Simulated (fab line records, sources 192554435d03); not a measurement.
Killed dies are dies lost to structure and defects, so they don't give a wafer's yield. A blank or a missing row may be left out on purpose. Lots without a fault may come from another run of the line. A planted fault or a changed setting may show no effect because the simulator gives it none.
fab line records | flow n5_finfet
record lots=12 wafers=36 last_day=20
route steps=1938 shown SDB@376 HKMG_FIN@387 PASSIVATION@1936
lots that met no fault: from a run of the same line without faults
start_h: hours from the record's first day to the start of the lot's first wafer shown | wait_h: hours since the lot's step before | " the same as in the row above | L1.1+2: a row that stands for several wafers | - no value, or no start given | * or withheld: withheld | < > ~ a bound
route shown NAME@n: a module of which the file shows steps, and the number in the route of the first | usual: mean/standard deviation of fault-free wafers | same: alike in all rows | chamber/n: place in a boat | sites: the reading at each site | _std_site: their standard deviation | _edge_site: outer sites' mean less inner sites' | radius_mm: how far each site lies from the wafer's centre | mask NAME#n: copy n | behind: the tool/chamber that last shaped the wafer | hold: why the lot was held/for how many hours/how that ended | device: the transistor (n, p or np) that didn't switch | end of line: the same wafers' tests at the end of the route | a step without rows: its recipe alone | killed: dies lost to structure and defects at the first sort, not the wafer's yield | map: a wafer's dies, x killed, . not, _ none there
set.NAME: the setting as run; set.NAME@STEP: as run at that earlier step | model.NAME: the simulator's own value behind a step, which no gauge read
steps of the route over a sample of lots; a table a step, a row a wafer
services: from which hour (start_h, from the record's first day; less than 0 if before it) a tool's chamber was out of use, for how many hours, and why
## steps
# step N5_SDB_INSPECT_36
# recipe inspect_instrument=darkfield mode=post_cmp
# usual raw_defect_count=37/15
# columns lot.wafer tool chamber start_h wait_h raw_defect_count
L591.3 defect_inspect-01 - 70.47 0.0 44
L591.4 " - " " 42
L591.5 " - " " 40
L592.2 defect_inspect-02 - 78.15 0.0 28
L592.4 " - " " 37
L592.6 " - " " 36
L593.1 defect_inspect-02 - 80.94 0.0 38
L593.4 " - " " 51
L593.6 " - " " 32
L597.1 defect_inspect-02 - 104.70 0.0 46
L597.2 " - " " 52
L597.5 " - " " 39
L599.3 defect_inspect-01 - 117.41 0.0 20
L599.5 " - " " 34
L599.6 " - " " 19
L602.3 defect_inspect-02 - 151.90 0.0 44
L602.4 " - " " 43
L602.6 " - " " 31
L607.2 defect_inspect-02 - 172.78 0.0 43
L607.4 " - " " 48
L607.5 " - " " 58
L610.3 defect_inspect-01 - 198.55 0.0 27
L610.5 " - " " 36
L610.6 " - " " 29
L612.1 defect_inspect-01 - 206.49 0.0 63
L612.4 " - " " 30
L612.6 " - " " 33
L614.1 defect_inspect-01 - 209.94 0.0 46
L614.2 " - " " 46
L614.6 " - " " 32
L611.1 defect_inspect-01 - 212.64 0.0 14
L611.2 " - " " 19
L611.6 " - " " 25
L613.1 defect_inspect-01 - 213.76 0.0 23
L613.3 " - " " 39
L613.6 " - " " 29
# step N5_HKMG_FIN_HK_ANNEAL_02
# recipe temp_c=700 time_s=30 ambient=N2 idle_temp_c=600 ramp_up_c_per_s=150 ramp_down_c_per_s=60 cool_to_c=600
# usual lamp_power_pct=8.80/0.051 wafer_temp_C_max=703.0/0.7
# columns lot.wafer tool chamber start_h wait_h lamp_power_pct wafer_temp_C_max
L591.3 rtp_anneal-01 0 71.30 0.2 8.83 702.4
L591.4 " 0 " " 8.82 702.8
L591.5 " 0 " " 8.89 703.1
L592.2 rtp_anneal-01 0 78.95 0.1 8.78 702.4
L592.4 " 0 " " 8.85 702.5
L592.6 " 0 " " 8.88 703.5
L593.1 rtp_anneal-02 0 81.73 0.1 8.68 703.1
L593.4 " 0 " " 8.78 703.7
L593.6 " 0 " " 8.78 702.3
L597.1 rtp_anneal-02 0 105.47 0.1 8.76 702.6
L597.2 " 0 " " 8.80 702.4
L597.5 " 0 " " 8.85 702.8
L599.3 rtp_anneal-01 0 118.27 0.2 8.86 702.8
L599.5 " 0 " " 8.71 701.7
L599.6 " 0 " " 8.79 704.0
L602.3 rtp_anneal-02 0 152.73 0.2 8.84 703.3
L602.4 " 0 " " 8.85 702.3
L602.6 " 0 " " 8.79 703.0
L607.2 rtp_anneal-01 0 173.58 0.1 8.79 703.6
L607.4 " 0 " " 8.78 702.3
L607.5 " 0 " " 8.78 704.0
L610.3 rtp_anneal-02 0 199.66 0.4 8.87 703.2
L610.5 " 0 " " 8.79 702.0
L610.6 " 0 " " 8.83 702.0
L612.1 rtp_anneal-01 0 207.49 0.3 8.76 703.2
L612.4 " 0 " " 8.77 702.8
L612.6 " 0 " " 8.79 702.1
L614.1 rtp_anneal-02 0 210.80 0.1 8.77 702.3
L614.2 " 0 " " 8.71 704.0
L614.6 " 0 " " 8.86 704.1
L611.1 rtp_anneal-02 0 213.53 0.2 8.79 704.1
L611.2 " 0 " " 8.81 703.0
L611.6 " 0 " " 8.81 703.8
L613.1 rtp_anneal-01 0 214.63 0.2 8.87 702.8
L613.3 " 0 " " 8.69 702.1
L613.6 " 0 " " 8.77 703.5
# step N5_HKMG_FIN_OVL_MEAS_50
# recipe points_per_wafer=44
# usual NDIPOLE_OVL=0.0/0.63
# columns lot.wafer tool chamber start_h wait_h NDIPOLE_OVL[nm]
L591.3 overlay-02 0 71.91 0.0 0.4
L591.4 " 0 " " 0.1
L591.5 " 0 " " -0.3
L592.2 overlay-02 0 79.59 0.0 0.5
L592.4 " 0 " " 0.7
L592.6 " 0 " " 0.5
L593.1 overlay-01 0 82.52 0.0 -0.3
L593.4 " 0 " " 0.3
L593.6 " 0 " " -0.2
L597.1 overlay-02 0 106.26 0.0 0.2
L597.2 " 0 " " 0.3
L597.5 " 0 " " -0.7
L599.3 overlay-01 0 118.87 0.0 -0.3
L599.5 " 0 " " -0.7
L599.6 " 0 " " 0.2
L602.3 overlay-01 0 153.46 0.0 -0.3
L602.4 " 0 " " 0.9
L602.6 " 0 " " -0.5
L607.2 overlay-02 0 174.36 0.0 0.6
L607.4 " 0 " " 0.9
L607.5 " 0 " " 1.0
L610.3 overlay-02 0 200.41 0.0 0.3
L610.5 " 0 " " -0.5
L610.6 " 0 " " 0.5
L612.1 overlay-01 0 208.27 0.0 0.1
L612.4 " 0 " " 0.1
L612.6 " 0 " " 0.3
L614.1 overlay-02 0 211.64 0.0 -1.0
L614.2 " 0 " " -0.2
L614.6 " 0 " " -0.6
L611.1 overlay-02 0 214.50 0.0 -0.1
L611.2 " 0 " " -0.7
L611.6 " 0 " " 1.0
L613.1 overlay-02 0 215.29 0.0 -0.6
L613.3 " 0 " " 0.1
L613.6 " 0 " " -0.7
# step N5_HKMG_FIN_ETCH_58
# recipe chemistry=N2/H2 target=SOC target_depth_a=2158 ion_energy_ev=50 bias_w=13 time_s=741 pressure_mtorr=30 source_w=875 n2_flow_sccm=200 h2_flow_sccm=200
# usual chamber_pressure_mTorr=30.000/0.029 drypump_motor_current_A=5.8/0.41 oes_product_au=0.76/0.063 rf_vpp_V=99.2/0.81 run_length_s=764.4/0.49 showerhead_plenum_p_Torr=2.56/0.054 throttle_valve_pct=17.73/0.19
# columns lot.wafer tool chamber start_h wait_h chamber_pressure_mTorr drypump_motor_current_A oes_product_au rf_hours_counter_h rf_vpp_V run_length_s showerhead_plenum_p_Torr throttle_valve_pct
L591.3 rie_diel-05 0 72.79 0.0 29.977 6.2 0.78 96 99.5 764.8 2.56 17.73
L591.4 " 1 " " 30.047 6.3 0.94 7 98.2 764.7 2.50 17.31
L591.5 " 3 " " 30.009 5.5 0.78 - 100.4 763.9 2.66 17.67
L592.2 rie_diel-05 3 79.95 0.0 30.017 5.5 0.77 139 100.6 763.8 2.66 17.70
L592.4 " 0 " " 30.011 6.1 0.78 99 99.6 765.0 2.56 17.74
L592.6 " 2 " " 30.022 5.7 0.75 - 100.1 764.3 2.53 17.58
L593.1 rie_diel-02 3 82.88 0.0 30.015 5.8 0.73 199 99.4 763.4 2.63 17.98
L593.4 " 1 " " 29.910 5.7 0.75 144 98.8 764.7 2.55 17.86
L593.6 " 1 " " 30.019 5.7 0.76 - 99.3 764.7 2.55 17.87
L597.1 rie_diel-04 3 106.83 0.0 29.971 5.3 0.70 195 98.8 764.3 2.63 17.97
L597.2 " 2 " " 30.016 6.2 0.76 164 100.5 764.6 2.53 17.72
L597.5 " 0 " " 30.040 6.0 0.69 - 99.9 764.1 2.52 17.70
L599.3 rie_diel-05 0 119.23 0.0 30.031 6.1 0.77 110 98.3 765.0 2.56 17.76
L599.5 " 0 " " 29.985 6.1 0.76 - 99.2 765.0 2.56 17.75
L599.6 " 3 " " 29.986 5.5 0.76 - 100.4 763.7 2.65 17.70
L602.3 rie_diel-05 3 154.14 0.0 29.956 5.5 0.76 159 100.4 763.7 2.65 17.71
L602.4 " 1 " " 29.990 6.3 0.87 31 98.5 764.5 2.49 17.36
L602.6 " 0 " " 30.019 6.1 0.76 - 99.5 764.8 2.55 17.77
L607.2 rie_diel-02 3 174.75 0.0 29.998 5.8 0.70 224 100.1 763.7 2.62 18.02
L607.4 " 2 " " 30.051 4.9 0.73 158 99.2 763.7 2.54 18.08
L607.5 " 1 " " 30.020 5.7 0.74 - 99.2 765.1 2.54 17.90
L610.3 rie_diel-05 0 200.77 0.0 30.041 6.1 0.74 137 99.4 429.0 2.55 17.80
L610.5 " 0 " " 29.978 6.1 0.74 - 100.0 428.9 2.55 17.80
L610.6 " 1 " " 29.894 6.3 0.85 - 99.0 428.6 2.48 17.38
L612.1 rie_diel-05 1 208.63 0.0 30.047 6.3 0.85 53 98.9 429.2 2.48 17.38
L612.4 " 0 " " 30.043 6.1 0.73 141 97.7 429.4 2.54 17.80
L612.6 " 1 " " 30.009 6.3 0.85 - 100.1 428.9 2.48 17.40
L614.1 rie_diel-04 1 212.00 0.0 30.025 5.3 0.69 220 99.1 764.9 2.62 17.81
L614.2 " 0 " " 29.979 6.0 0.68 236 98.4 764.1 2.51 17.78
L614.6 " 3 " " 30.010 5.4 0.67 - 98.8 764.1 2.61 18.02
L611.1 rie_diel-05 1 214.89 0.0 30.009 6.3 0.84 55 98.8 428.5 2.48 17.41
L611.2 " 3 " " 30.027 5.5 0.72 180 98.7 427.7 2.64 17.77
L611.6 " 0 " " 30.003 6.1 0.73 - 96.1 429.3 2.54 17.83
L613.1 rie_diel-02 0 215.75 0.0 29.991 6.2 0.83 72 98.6 764.3 2.57 17.67
L613.3 " 2 " " 29.994 4.9 0.72 175 98.8 763.7 2.53 18.10
L613.6 " 2 " " 29.965 4.9 0.73 - 99.2 763.6 2.53 18.10
# step N5_PASSIVATION_PROBE_49
# usual killed_at_M0_to_M3=37/12 killed_at_M4_up=15/5.6 killed_at_contacts=13/6.9 killed_at_front_end=40/11 killed_at_other=4/3.2 killed_dies=109/20 killed_open=73/15 killed_short=35/8.3
# same gross_dies=1180 killed_at_back_side=0
# columns lot.wafer tool chamber start_h wait_h killed_at_M0_to_M3 killed_at_M4_up killed_at_contacts killed_at_front_end killed_at_other killed_dies killed_open killed_short
L597.1 prober-02 - 376.34 0.0 43 8 13 70 4 138 103 34
L597.2 prober-02 - 376.39 0.1 24 14 14 41 0 93 64 29
L597.5 prober-02 - 376.54 0.2 43 13 5 59 7 127 83 44
L602.3 prober-02 - 407.03 0.4 27 15 15 38 1 96 60 35
L602.4 prober-02 - 407.08 0.4 38 13 10 41 1 103 69 34
L602.6 prober-02 - 407.18 0.5 40 8 12 65 7 132 84 48
L607.2 prober-01 - 425.93 0.1 42 13 14 38 1 108 64 44
L607.4 prober-01 - 426.03 0.2 38 17 17 37 8 117 69 48
L607.5 prober-01 - 426.08 0.2 34 11 15 18 1 79 47 31
L610.6 prober-02 - 435.46 0.3 31 14 9 42 0 96 62 34
L611.1 prober-02 - 478.44 0.0 34 16 16 46 5 117 73 41
L611.2 prober-02 - 478.49 0.1 33 20 20 44 4 121 88 32
L611.6 prober-02 - 478.69 0.3 23 18 10 44 8 103 70 32
# killed by level:class
L597.1 FIN_SAQP:geometric_particle:open=22 STI_FIN_REVEAL:geometric_particle:open=19 MOL_CONTACT_COAG:geometric_particle:open=13 BEOL_M1:geometric_particle:open=10 BEOL_M3:geometric_particle:open=8 GATE_CUT:geometric_particle:short=7 BEOL_M0_SAQP:geometric_particle:open=5 BEOL_M0:geometric_particle:open=5
L597.2 MOL_CONTACT_COAG:geometric_particle:open=12 FIN_SAQP:geometric_particle:short=11 FIN_SAQP:geometric_particle:open=8 STI_FIN_REVEAL:geometric_particle:open=8 DUMMY_GATE:geometric_particle:open=8 BEOL_M4:geometric_particle:open=5 BEOL_M0_SAQP:geometric_particle:short=4 BEOL_M7:geometric_particle:open=4
L597.5 FIN_SAQP:geometric_particle:open=17 STI_FIN_REVEAL:geometric_particle:open=13 BEOL_M0_SAQP:geometric_particle:short=12 BEOL_M0_SAQP:geometric_particle:open=11 FIN_SAQP:geometric_particle:short=8 BEOL_M1:geometric_particle:open=7 BEOL_M4:geometric_particle:open=7 BEOL_M2:geometric_particle:open=6
L602.3 BEOL_M3:geometric_particle:open=9 MOL_CONTACT_COAG:geometric_particle:short=8 FIN_SAQP:geometric_particle:open=7 MOL_CONTACT_COAG:geometric_particle:open=7 DUMMY_GATE:geometric_particle:open=6 BEOL_M0_SAQP:geometric_particle:open=6 STARTING-WAFER:geometric_particle:short=6 STI_FIN_REVEAL:geometric_particle:open=5
L602.4 BEOL_M3:geometric_particle:open=15 FIN_SAQP:geometric_particle:short=9 FIN_SAQP:geometric_particle:open=9 MOL_CONTACT_COAG:geometric_particle:open=9 STI_FIN_REVEAL:geometric_particle:open=6 BEOL_M2:geometric_particle:open=5 BEOL_M0_SAQP:geometric_particle:open=5 BEOL_M3:geometric_particle:short=5
L602.6 STI_FIN_REVEAL:geometric_particle:open=22 FIN_SAQP:geometric_particle:short=13 BEOL_M0_SAQP:geometric_particle:short=12 FIN_SAQP:geometric_particle:open=10 BEOL_M0_SAQP:geometric_particle:open=9 MOL_CONTACT_COAG:geometric_particle:open=7 BEOL_M2:geometric_particle:open=6 MOL_CONTACT_COAG:geometric_particle:short=5
L607.2 BEOL_M2:geometric_particle:open=16 FIN_SAQP:geometric_particle:open=9 MOL_CONTACT_COAG:geometric_particle:open=9 GATE_CUT:geometric_particle:short=8 FIN_SAQP:geometric_particle:short=7 BEOL_M0_SAQP:geometric_particle:short=6 BEOL_M2:geometric_particle:short=6 BEOL_M5:geometric_particle:open=6
L607.4 MOL_CONTACT_COAG:geometric_particle:open=14 BEOL_M0_SAQP:geometric_particle:short=9 FIN_SAQP:geometric_particle:open=7 GATE_CUT:geometric_particle:short=7 BEOL_M2:geometric_particle:open=6 BEOL_M2:geometric_particle:short=6 BEOL_M3:geometric_particle:open=6 BEOL_M4:geometric_particle:open=6
L607.5 MOL_CONTACT_COAG:geometric_particle:open=14 BEOL_M2:geometric_particle:short=8 FIN_SAQP:geometric_particle:short=6 BEOL_M2:geometric_particle:open=6 BEOL_M5:geometric_particle:open=6 BEOL_M0_SAQP:geometric_particle:short=5 STI_FIN_REVEAL:geometric_particle:open=4 BEOL_M1:geometric_particle:open=4
L610.6 DUMMY_GATE:geometric_particle:open=10 STI_FIN_REVEAL:geometric_particle:open=9 BEOL_M0_SAQP:geometric_particle:short=8 BEOL_M0_SAQP:geometric_particle:open=8 MOL_CONTACT_COAG:geometric_particle:open=7 BEOL_M2:geometric_particle:open=7 FIN_SAQP:geometric_particle:open=4 FIN_SAQP:geometric_particle:short=4
L611.1 MOL_CONTACT_COAG:geometric_particle:open=11 FIN_SAQP:geometric_particle:short=10 STI_FIN_REVEAL:geometric_particle:open=8 FIN_SAQP:geometric_particle:open=7 BEOL_M3:geometric_particle:open=7 BEOL_M0_SAQP:geometric_particle:open=6 BEOL_M0_SAQP:geometric_particle:short=6 STARTING-WAFER:geometric_particle:open=6
L611.2 STI_FIN_REVEAL:geometric_particle:open=17 MOL_CONTACT_COAG:geometric_particle:open=15 BEOL_M2:geometric_particle:open=9 BEOL_M3:geometric_particle:open=7 BEOL_M4:geometric_particle:open=7 FIN_SAQP:geometric_particle:short=5 ILD0:geometric_particle:open=5 MOL_CONTACT_COAG:geometric_particle:short=5
L611.6 BEOL_M4:geometric_particle:open=11 STI_FIN_REVEAL:geometric_particle:open=10 MOL_CONTACT_COAG:geometric_particle:open=9 BEOL_M1:geometric_particle:open=8 FIN_SAQP:geometric_particle:open=6 STI_FIN_REVEAL:geometric_particle:short=6 FIN_SAQP:geometric_particle:short=5 MIM_TOP_ETCH:geometric_particle:open=5
## services
# columns tool chamber start_h hours kind
rie_diel-02 - 71.96 1.9 repair
rie_diel-02 - 91.19 4.7 repair
rie_diel-04 1 137.43 26.9 repair
rie_diel-04 - 140.31 15.6 pm
rie_diel-02 - 187.57 0.5 repair
## key
first_sign step=N5_HKMG_FIN_ETCH_58 reading=run_length_s direction=down sigmas=99+ usual=* struck=*
effect none on later readings
met_at N5_HKMG_FIN_ETCH_58
struck_lots L610,L611,L612
tester_left_out L610,L611,L612
not_acting_at N5_SDB_INSPECT_36,N5_HKMG_FIN_HK_ANNEAL_02,N5_HKMG_FIN_OVL_MEAS_50
onset_between 154.14 200.77
fault kind=process_parameter_drift tool=rie_diel-05 chamber=- onset_h=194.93 steps=N5_HKMG_FIN_ETCH_58 channel=time_s offset=* shape=step end_h=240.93 acts_in=* stated=*
# tester_left_out: of these lots the tester's yield and bins aren't shown, on N5 and GAA mostly nor the transistor test; their killed dies are dies lost to structure and defects alone, not to doping, threshold or leakage, so they don't give the yield
